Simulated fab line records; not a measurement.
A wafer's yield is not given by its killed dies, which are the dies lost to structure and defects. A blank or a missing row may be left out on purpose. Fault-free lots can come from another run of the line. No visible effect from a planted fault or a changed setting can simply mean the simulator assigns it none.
Chamber matching || flow n5_finfet || rie_diel-04 running N5_MOL_CONTACT_COAG_ETCHBACK_135: 4 sister chambers
The step etches SiO2 in CHF3, target depth 25 nm, time 16.7 s. 16 wafers are shown with their chamber, then 8 later ones without.

WAFERS WITH THEIR CHAMBER
{"wafer": "L074.2", "chamber": 1, "showerhead_plenum_p_Torr (Torr)": 2.34, "throttle_valve_pct (%)": 18.96, "drypump_motor_current_A (A)": 5.9}
{"wafer": "L074.5", "chamber": 1, "showerhead_plenum_p_Torr (Torr)": 2.34, "throttle_valve_pct (%)": 18.95, "drypump_motor_current_A (A)": 5.9}
{"wafer": "L074.6", "chamber": 2, "showerhead_plenum_p_Torr (Torr)": 2.33, "throttle_valve_pct (%)": 18.69, "drypump_motor_current_A (A)": 5.9}
{"wafer": "L077.1", "chamber": 0, "showerhead_plenum_p_Torr (Torr)": 2.36, "throttle_valve_pct (%)": 18.91, "drypump_motor_current_A (A)": 6.5}
{"wafer": "L077.3", "chamber": 3, "showerhead_plenum_p_Torr (Torr)": 2.52, "throttle_valve_pct (%)": 18.54, "drypump_motor_current_A (A)": 6.0}
{"wafer": "L077.5", "chamber": 3, "showerhead_plenum_p_Torr (Torr)": 2.52, "throttle_valve_pct (%)": 18.54, "drypump_motor_current_A (A)": 6.0}
{"wafer": "L078.1", "chamber": 2, "showerhead_plenum_p_Torr (Torr)": 2.32, "throttle_valve_pct (%)": 18.71, "drypump_motor_current_A (A)": 5.9}
{"wafer": "L078.3", "chamber": 0, "showerhead_plenum_p_Torr (Torr)": 2.36, "throttle_valve_pct (%)": 18.90, "drypump_motor_current_A (A)": 6.5}
{"wafer": "L078.6", "chamber": 3, "showerhead_plenum_p_Torr (Torr)": 2.52, "throttle_valve_pct (%)": 18.54, "drypump_motor_current_A (A)": 6.0}
{"wafer": "L080.1", "chamber": 1, "showerhead_plenum_p_Torr (Torr)": 2.34, "throttle_valve_pct (%)": 18.96, "drypump_motor_current_A (A)": 5.9}
{"wafer": "L080.2", "chamber": 3, "showerhead_plenum_p_Torr (Torr)": 2.52, "throttle_valve_pct (%)": 18.55, "drypump_motor_current_A (A)": 6.0}
{"wafer": "L080.3", "chamber": 2, "showerhead_plenum_p_Torr (Torr)": 2.32, "throttle_valve_pct (%)": 18.72, "drypump_motor_current_A (A)": 5.8}
{"wafer": "L080.4", "chamber": 0, "showerhead_plenum_p_Torr (Torr)": 2.36, "throttle_valve_pct (%)": 18.91, "drypump_motor_current_A (A)": 6.5}
{"wafer": "L080.5", "chamber": 1, "showerhead_plenum_p_Torr (Torr)": 2.34, "throttle_valve_pct (%)": 18.96, "drypump_motor_current_A (A)": 6.0}
{"wafer": "L080.6", "chamber": 2, "showerhead_plenum_p_Torr (Torr)": 2.32, "throttle_valve_pct (%)": 18.70, "drypump_motor_current_A (A)": 5.8}
{"wafer": "L085.2", "chamber": 3, "showerhead_plenum_p_Torr (Torr)": 2.51, "throttle_valve_pct (%)": 18.57, "drypump_motor_current_A (A)": 6.0}

SIGNATURES (averages over the wafers above)
{"reading": "showerhead_plenum_p_Torr", "chamber 0": 2.3600, "chamber 1": 2.3400, "chamber 2": 2.3225, "chamber 3": 2.5180, "scatter within a chamber": 0.00359}
{"reading": "throttle_valve_pct", "chamber 0": 18.9067, "chamber 1": 18.9575, "chamber 2": 18.7050, "chamber 3": 18.5480, "scatter within a chamber": 0.0105}
{"reading": "drypump_motor_current_A", "chamber 0": 6.500, "chamber 1": 5.925, "chamber 2": 5.850, "chamber 3": 6.000, "scatter within a chamber": 0.0382}
Rule: distance of a wafer from a chamber = root of the sum over the readings of ((wafer's reading minus chamber's mean) / reading's scatter) squared. If the next closest chamber is less than 2 further off than the closest, the wafer can't be placed; otherwise it belongs to the closest. The scatter: the root of (the sum of the squares of (reading less its chamber's mean) over the shown wafers, divided by (wafers less chambers)).

WAFERS WHOSE CHAMBER IS MISSING
{"wafer": "L085.4", "showerhead_plenum_p_Torr (Torr)": 2.35, "throttle_valve_pct (%)": 18.92, "drypump_motor_current_A (A)": 6.5}
{"wafer": "L085.6", "showerhead_plenum_p_Torr (Torr)": 2.51, "throttle_valve_pct (%)": 18.58, "drypump_motor_current_A (A)": 6.0}
{"wafer": "L089.2", "showerhead_plenum_p_Torr (Torr)": 2.33, "throttle_valve_pct (%)": 18.57, "drypump_motor_current_A (A)": 6.0}
{"wafer": "L089.3", "showerhead_plenum_p_Torr (Torr)": 2.51, "throttle_valve_pct (%)": 18.60, "drypump_motor_current_A (A)": 6.0}
{"wafer": "L089.6", "showerhead_plenum_p_Torr (Torr)": 2.31, "throttle_valve_pct (%)": 18.74, "drypump_motor_current_A (A)": 5.8}
{"wafer": "L090.1", "showerhead_plenum_p_Torr (Torr)": 2.51, "throttle_valve_pct (%)": 18.60, "drypump_motor_current_A (A)": 6.0}
{"wafer": "L090.3", "showerhead_plenum_p_Torr (Torr)": 2.33, "throttle_valve_pct (%)": 18.59, "drypump_motor_current_A (A)": 5.9}
{"wafer": "L090.6", "showerhead_plenum_p_Torr (Torr)": 2.51, "throttle_valve_pct (%)": 18.59, "drypump_motor_current_A (A)": 6.0}

WHICH CHAMBER EACH WENT THROUGH
{"wafer": "L085.4", "from the rows above": 0, "in truth": 0}
{"wafer": "L085.6", "from the rows above": 3, "in truth": 3}
{"wafer": "L089.2", "from the rows above": 2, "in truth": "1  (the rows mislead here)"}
{"wafer": "L089.3", "from the rows above": 3, "in truth": 3}
{"wafer": "L089.6", "from the rows above": 2, "in truth": 2}
{"wafer": "L090.1", "from the rows above": 3, "in truth": 3}
{"wafer": "L090.3", "from the rows above": 2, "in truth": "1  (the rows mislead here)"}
{"wafer": "L090.6", "from the rows above": 3, "in truth": 3}
Correctly placed: 6 of 8. From these rows, 0 cannot be placed. Wrongly placed: 2.
